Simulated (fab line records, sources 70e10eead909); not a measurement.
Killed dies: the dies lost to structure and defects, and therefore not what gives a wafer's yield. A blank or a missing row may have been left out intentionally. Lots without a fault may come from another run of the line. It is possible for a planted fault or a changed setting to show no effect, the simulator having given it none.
fab line records ; flow nandHarc
[record] lots = 14; wafers = 42; lastDay = 34
route steps=1302 shown P_BONDPAD@364 A_ONON_D1@432 A_CHANNEL_HOLE_D1@464 END@1302
lots untouched by any fault: they come from a run of this same line in which no faults occurred
startH: hours from the record's first day to the start of the lot's first wafer shown ; waitH: hours since the lot's step before ; " unchanged from the row above ; L1.1+2: a row that stands for several wafers ; - no value, or no start was given ; * or withheld: withheld ; < > ~ a bound
route shown NAME@n: names a module that has steps shown in the file, with the first one's number in the route ; usual: average and standard deviation across the fault-free wafers ; same: alike in all rows ; chamber/n: place in a boat ; sites: readings site by site ; _std_site: the values' standard deviation ; _edge_site: the outer-site mean with the inner-site mean subtracted ; radiusMm: how far each site lies from the wafer's centre ; mask NAME#n: copy n ; behind: tool/chamber where the wafer was last shaped ; hold: cause of the lot's hold/its duration in hours/its outcome ; device: the n, p or np transistor that did not switch ; end of line: the same wafers' tests at the end of the route ; for a step that has no rows: nothing shown but its recipe ; killed: not the wafer's yield, but the dies lost to structure and defects at the first sort ; map: per-die view of a wafer (x killed, . not killed, _ where there is no die)
set.NAME: setting as actually run; set.NAME@STEP: the setting as run at that earlier step ; model.NAME: the simulator's own value behind a step, which no gauge read
steps of the route over a sample of lots; a table a step, a row a wafer
services: the hour from which a tool's chamber was out of use, counted from the record's first day as startH (under 0 if before that day), plus the number of hours and why
[[steps]]
[step NHARC_P_BONDPAD_CD_MEAS_09]
[recipe] targetCdNm = 500; landingEnergyEv = 500
[usual] cdNm = 500.5/1.8
lot.wafer;tool;chamber;startH;waitH;cdNm
L832.1;cdSem-03;0;158.80;-;497.7
L832.3;cdSem-03;0;158.80;-;501.0
L832.5;cdSem-03;0;158.80;-;499.9
L834.2;cdSem-01;0;170.14;-;500.5
L834.5;cdSem-01;0;170.14;-;498.3
L834.6;cdSem-01;0;170.14;-;500.8
L835.1;cdSem-02;0;186.24;-;502.0
L835.5;cdSem-02;0;186.24;-;500.1
L835.6;cdSem-02;0;186.24;-;501.3
L836.1;cdSem-03;0;194.02;-;500.7
L836.2;cdSem-03;0;194.02;-;498.2
L836.6;cdSem-03;0;194.02;-;499.4
L837.2;cdSem-02;0;200.88;-;498.3
L837.3;cdSem-02;0;200.88;-;498.3
L837.5;cdSem-02;0;200.88;-;499.3
L838.1;cdSem-01;0;212.75;-;502.6
L838.4;cdSem-01;0;212.75;-;501.7
L838.5;cdSem-01;0;212.75;-;502.5
L839.1;cdSem-01;0;218.61;-;498.9
L839.3;cdSem-01;0;218.61;-;499.1
L839.6;cdSem-01;0;218.61;-;499.6
L840.3;cdSem-03;0;230.53;-;501.2
L840.5;cdSem-03;0;230.53;-;498.5
L840.6;cdSem-03;0;230.53;-;498.9
L841.1;cdSem-01;0;247.12;-;501.4
L841.2;cdSem-01;0;247.12;-;502.6
L841.3;cdSem-01;0;247.12;-;504.1
L842.1;cdSem-01;0;252.85;-;499.8
L842.2;cdSem-01;0;252.85;-;503.0
L842.6;cdSem-01;0;252.85;-;502.3
L850.1;cdSem-01;0;349.71;-;498.5
L850.3;cdSem-01;0;349.71;-;498.7
L850.4;cdSem-01;0;349.71;-;500.1
L851.1;cdSem-03;0;355.04;-;498.6
L851.2;cdSem-03;0;355.04;-;499.3
L851.3;cdSem-03;0;355.04;-;500.3
L852.3;cdSem-01;0;356.59;-;499.2
L852.4;cdSem-01;0;356.59;-;500.7
L852.5;cdSem-01;0;356.59;-;501.7
L853.1;cdSem-03;0;375.56;-;500.4
L853.5;cdSem-03;0;375.56;-;499.7
L853.6;cdSem-03;0;375.56;-;499.5
[step NHARC_A_ONON_D1_DEP_12]
[recipe] targetThkA = 10000; n2FlowSccm = 2750; n2oFlowSccm = 2000; nh3FlowSccm = 500; sih4FlowSccm = 210; tempC = 400
lot.wafer;tool;chamber;startH;waitH
L832.1+3+5;pecvdOnon-04;0;188.86;0.1
L834.2+5+6;pecvdOnon-04;0;199.16;0.2
L835.1+5+6;pecvdOnon-03;0;216.22;0.1
L836.1+2+6;pecvdOnon-01;0;221.77;0.1
L837.2+3+5;pecvdOnon-04;0;231.58;0.1
L838.1+4+5;pecvdOnon-04;0;240.78;0.1
L839.1+3+6;pecvdOnon-01;0;248.57;0.1
L840.3+5+6;pecvdOnon-03;0;257.93;0.2
L841.1+2+3;pecvdOnon-03;0;276.03;0.1
L842.1+2+6;pecvdOnon-04;0;281.05;0.1
L850.1+3+4;pecvdOnon-04;0;377.95;0.1
L851.1+2+3;pecvdOnon-04;0;382.81;0.1
L852.3+4+5;pecvdOnon-03;0;382.93;0.2
L853.1+5+6;pecvdOnon-03;0;403.91;0.1
[step NHARC_A_ONON_D1_THK_MEAS_14]
[recipe] thkMeasGauge = ellipsometry
[usual] thkNm = 1001/9.1
lot.wafer;tool;chamber;startH;waitH;thkNm
L832.1;filmMetro-02;-;189.37;-;999
L832.3;filmMetro-02;-;189.37;-;998
L832.5;filmMetro-02;-;189.37;-;998
L834.2;filmMetro-01;-;199.64;-;1007
L834.5;filmMetro-01;-;199.64;-;1009
L834.6;filmMetro-01;-;199.64;-;1008
L835.1;filmMetro-01;-;216.72;-;1002
L835.5;filmMetro-01;-;216.72;-;1002
L835.6;filmMetro-01;-;216.72;-;1003
L836.1;filmMetro-01;-;222.27;-;1003
L836.2;filmMetro-01;-;222.27;-;1001
L836.6;filmMetro-01;-;222.27;-;1002
L837.2;filmMetro-01;-;232.04;-;1002
L837.3;filmMetro-01;-;232.04;-;1002
L837.5;filmMetro-01;-;232.04;-;1003
L838.1;filmMetro-02;-;241.29;-;1009
L838.4;filmMetro-02;-;241.29;-;1009
L838.5;filmMetro-02;-;241.29;-;1007
L839.1;filmMetro-02;-;249.08;-;996
L839.3;filmMetro-02;-;249.08;-;996
L839.6;filmMetro-02;-;249.08;-;996
L840.3;filmMetro-01;-;258.32;-;1006
L840.5;filmMetro-01;-;258.32;-;1006
L840.6;filmMetro-01;-;258.32;-;1006
L841.1;filmMetro-02;-;276.54;-;1007
L841.2;filmMetro-02;-;276.54;-;1007
L841.3;filmMetro-02;-;276.54;-;1008
L842.1;filmMetro-02;-;281.56;-;1005
L842.2;filmMetro-02;-;281.56;-;1004
L842.6;filmMetro-02;-;281.56;-;1004
L850.1;filmMetro-01;-;378.46;-;847
L850.3;filmMetro-01;-;378.46;-;1002
L850.4;filmMetro-01;-;378.46;-;1002
L851.1;filmMetro-01;-;383.32;-;841
L851.2;filmMetro-01;-;383.32;-;994
L851.3;filmMetro-01;-;383.32;-;994
L852.3;filmMetro-01;-;383.35;-;1001
L852.4;filmMetro-01;-;383.35;-;1000
L852.5;filmMetro-01;-;383.35;-;1001
L853.1;filmMetro-02;-;404.43;-;1001
L853.5;filmMetro-02;-;404.43;-;1001
L853.6;filmMetro-02;-;404.43;-;1002
[step NHARC_A_ONON_D1_THK_MEAS_24]
[recipe] thkMeasGauge = ellipsometry
[usual] thkNm = 998/10
lot.wafer;tool;chamber;startH;waitH;thkNm
L832.1;filmMetro-01;-;198.10;-;1002
L832.3;filmMetro-01;-;198.10;-;1002
L832.5;filmMetro-01;-;198.10;-;999
L834.2;filmMetro-02;-;211.46;-;976
L834.5;filmMetro-02;-;211.46;-;979
L834.6;filmMetro-02;-;211.46;-;976
L835.1;filmMetro-01;-;227.60;-;1009
L835.5;filmMetro-01;-;227.60;-;1010
L835.6;filmMetro-01;-;227.60;-;1009
L836.1;filmMetro-01;-;231.06;-;1005
L836.2;filmMetro-01;-;231.06;-;1006
L836.6;filmMetro-01;-;231.06;-;1005
L837.2;filmMetro-01;-;241.91;-;997
L837.3;filmMetro-01;-;241.91;-;997
L837.5;filmMetro-01;-;241.91;-;998
L838.1;filmMetro-02;-;251.22;-;992
L838.4;filmMetro-02;-;251.22;-;994
L838.5;filmMetro-02;-;251.22;-;993
L839.1;filmMetro-01;-;260.21;-;1002
L839.3;filmMetro-01;-;260.21;-;1001
L839.6;filmMetro-01;-;260.21;-;1002
L840.3;filmMetro-02;-;268.32;-;986
L840.5;filmMetro-02;-;268.32;-;984
L840.6;filmMetro-02;-;268.32;-;985
L841.1;filmMetro-01;-;285.46;-;983
L841.2;filmMetro-01;-;285.46;-;984
L841.3;filmMetro-01;-;285.46;-;984
L842.1;filmMetro-02;-;293.09;-;996
L842.2;filmMetro-02;-;293.09;-;996
L842.6;filmMetro-02;-;293.09;-;997
L850.1;filmMetro-02;-;388.00;-;1013
L850.3;filmMetro-02;-;388.00;-;1014
L850.4;filmMetro-02;-;388.00;-;1013
L852.3;filmMetro-02;-;395.60;-;990
L852.4;filmMetro-02;-;395.60;-;991
L852.5;filmMetro-02;-;395.60;-;992
L851.1;filmMetro-01;-;395.62;-;1005
L851.2;filmMetro-01;-;395.62;-;1005
L851.3;filmMetro-01;-;395.62;-;1007
L853.1;filmMetro-01;-;413.31;-;1008
L853.5;filmMetro-01;-;413.31;-;1010
L853.6;filmMetro-01;-;413.31;-;1007
[step NHARC_A_CHANNEL_HOLE_D1_INSPECT_12]
[usual] rawDefectCount = 6/3
lot.wafer;tool;chamber;startH;waitH;rawDefectCount
L832.1;defectInspect-01;-;209.37;0.0;4
L832.3;defectInspect-01;-;209.37;0.0;3
L832.5;defectInspect-01;-;209.37;0.0;5
L834.2;defectInspect-01;-;216.51;0.0;6
L834.5;defectInspect-01;-;216.51;0.0;10
L834.6;defectInspect-01;-;216.51;0.0;5
L835.1;defectInspect-01;-;232.16;0.0;0
L835.5;defectInspect-01;-;232.16;0.0;8
L835.6;defectInspect-01;-;232.16;0.0;4
L836.1;defectInspect-02;-;235.48;0.0;7
L836.2;defectInspect-02;-;235.48;0.0;3
L836.6;defectInspect-02;-;235.48;0.0;10
L837.2;defectInspect-02;-;247.62;0.0;5
L837.3;defectInspect-02;-;247.62;0.0;3
L837.5;defectInspect-02;-;247.62;0.0;0
L838.1;defectInspect-01;-;256.20;0.0;14
L838.4;defectInspect-01;-;256.20;0.0;3
L838.5;defectInspect-01;-;256.20;0.0;6
L839.1;defectInspect-01;-;264.64;0.0;4
L839.3;defectInspect-01;-;264.64;0.0;6
L839.6;defectInspect-01;-;264.64;0.0;5
L840.3;defectInspect-02;-;272.85;0.0;8
L840.5;defectInspect-02;-;272.85;0.0;12
L840.6;defectInspect-02;-;272.85;0.0;8
L841.1;defectInspect-02;-;291.53;0.0;9
L841.2;defectInspect-02;-;291.53;0.0;7
L841.3;defectInspect-02;-;291.53;0.0;7
L842.1;defectInspect-02;-;300.95;0.0;7
L842.2;defectInspect-02;-;300.95;0.0;11
L842.6;defectInspect-02;-;300.95;0.0;7
L850.1;defectInspect-01;-;392.51;0.0;5
L850.3;defectInspect-01;-;392.51;0.0;3
L850.4;defectInspect-01;-;392.51;0.0;4
L852.3;defectInspect-02;-;400.09;0.0;7
L852.4;defectInspect-02;-;400.09;0.0;3
L852.5;defectInspect-02;-;400.09;0.0;7
L851.1;defectInspect-01;-;400.52;0.0;8
L851.2;defectInspect-01;-;400.52;0.0;5
L851.3;defectInspect-01;-;400.52;0.0;7
L853.1;defectInspect-02;-;418.44;0.0;6
L853.5;defectInspect-02;-;418.44;0.0;4
L853.6;defectInspect-02;-;418.44;0.0;7
[step NHARC_END_SORT_01]
[recipe] tempC = 25
[usual] killedAtArray = 54/18; killedAtOther = 0.7/0.87; killedAtPeriphery = 3.7/2.5; killedDies = 59/19; killedOpen = 3.3/2; killedShort = 2.6/1.6
[same] grossDies = 677
lot.wafer;tool;chamber;startH;waitH;killedAtArray;killedAtOther;killedAtPeriphery;killedDies;killedOpen;killedShort
L841.1;prober-02;0;689.86;4.4;23;1;2;26;4;4
L841.2;prober-02;0;690.68;4.8;20;0;2;22;3;4
L841.3;prober-02;0;691.50;5.1;22;1;1;24;3;1
// killed by level:class
L841.1 A_CHANNEL_HOLE_D1:chamberFilmFlake=5 A_SLIT:chamberFilmFlake=4 A_CONTACT:chamberFilmFlake=4 A_CHANNEL_FILL_D1:geometricParticle:short=2 A_DECK1_JOINT:chamberFilmFlake=2 P_CONTACT:geometricParticle:open=1 A_SOURCE_PLATE:geometricParticle:open=1 A_ONON_D1:geometricParticle:short=1
L841.2 A_CHANNEL_HOLE_D1:chamberFilmFlake=3 A_CONTACT:chamberFilmFlake=3 A_ONON_D2:geometricParticle:open=2 A_CHANNEL_FILL_D2:geometricParticle:short=2 A_DECK1_JOINT:chamberFilmFlake=2 A_CHANNEL_FILL_D2:chamberFilmFlake=2 A_SLIT:chamberFilmFlake=2 P_GATE:geometricParticle:short=1
L841.3 A_CHANNEL_HOLE_D1:chamberFilmFlake=6 A_CONTACT:chamberFilmFlake=5 A_SLIT:chamberFilmFlake=3 A_CHANNEL_FILL_D2:chamberFilmFlake=2 A_DECK1_JOINT:geometricParticle:open=1 A_ONON_D2:geometricParticle:open=1 A_SGD_CUT:geometricParticle:short=1 A_CONTACT:geometricParticle:open=1
[[services]]
tool;chamber;startH;hours;kind
pecvdOnon-03;-;227.00;13.0;pm
pecvdOnon-01;-;251.35;5.3;repair
pecvdOnon-01;-;269.29;13.0;pm
pecvdOnon-04;-;311.42;13.0;pm
pecvdOnon-03;-;366.01;6.1;repair
pecvdOnon-04;-;392.86;0.8;repair
[[key]]
[firstSign] step = NHARC_A_ONON_D1_THK_MEAS_14; reading = thkNm; direction = down; sigmas = 17; usual = 1001; struck = 844
effect none on later readings
metAt NHARC_A_ONON_D1_DEP_12
struckLots L850,L851
struckWafers L850.1,L851.1
testerLeftOut L850,L851
notActingAt NHARC_P_BONDPAD_CD_MEAS_09,NHARC_A_ONON_D1_THK_MEAS_24,NHARC_A_CHANNEL_HOLE_D1_INSPECT_12
onsetBetween 281.05 377.95
[fault] kind = processParameterDrift; tool = pecvdOnon-04; chamber = -; onsetH = 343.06; steps = NHARC_A_ONON_D1_DEP_12; channel = targetThkA; offset = *; shape = step; endH = 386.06; scope = struckWafersOnly; actsIn = *; stated = *
// testerLeftOut: of these lots the tester's yield and bins aren't shown, on N5 and GAA mostly nor the transistor test; their killed dies are dies lost to structure and defects alone, not to doping, threshold or leakage, so they don't give the yield
